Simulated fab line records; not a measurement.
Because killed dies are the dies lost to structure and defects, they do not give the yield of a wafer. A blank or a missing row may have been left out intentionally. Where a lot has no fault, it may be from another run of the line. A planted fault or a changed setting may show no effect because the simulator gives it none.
Matching of chambers | flow nand harc | NHARC_A_BLC_ALD_23 on ald metal-01: 4 sister chambers
The step deposits TiN, target thk 3 nm, pulse time 1 s, ald cycles 150. 8 wafers are shown with their chamber, then 10 later ones without.

WAFERS WITH THEIR CHAMBER
wafer  | chamber | heater power w (W) | precursor pulse height rel
L083.2 | 3       | 1309               | 0.996
L083.3 | 0       | 1101               | 1.029
L083.4 | 2       | 1204               | 1.017
L083.1 | 1       | 1012               | 1.016
L083.5 | 3       | 1322               | 0.991
L083.6 | 0       | 1076               | 1.005
L086.1 | 2       | 1164               | 1.007
L086.2 | 1       | 989                | 1.016

WAFERS WITHOUT THEIR CHAMBER
wafer  | heater power w (W) | precursor pulse height rel
L086.6 | 1192               | 0.996
L086.3 | 1278               | 1.013
L086.4 | 1331               | 1.038
L086.5 | 999                | 1.018
L087.2 | 1186               | 0.965
L087.4 | 1113               | 0.967
L087.5 | 992                | 0.996
L089.1 | 987                | 1.019
L089.2 | 1166               | 0.983
L089.3 | 1282               | 0.975

WHICH CHAMBER EACH WENT THROUGH
wafer  | from the rows above     | in truth
L086.6 | 2                       | 2
L086.3 | 3                       | 3
L086.4 | 3                       | 3
L086.5 | 1                       | 1
L087.2 | 2                       | 2
L087.4 | can't be placed: 0 or 2 | 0
L087.5 | 1                       | 1
L089.1 | 1                       | 1
L089.2 | 2                       | 2
L089.3 | 3                       | 3
Placed correctly: 9 of 10. From these rows, 1 cannot be placed; in 1 the true chamber is one of the candidates. Wrongly placed: 0.
How it was worked out, from the rows above alone: a wafer's distance from a chamber is the root of the sum, over the readings, of the square of ((its reading less the chamber's mean) divided by the reading's scatter). The wafer belongs to the nearest chamber; if the next one is less than 2 further off, it can't be placed. Each chamber's mean is taken over the wafers shown for it. The scatter is the square root of a quotient: the sum, over the shown wafers, of each reading's squared deviation from its chamber's mean, divided by wafers minus chambers.
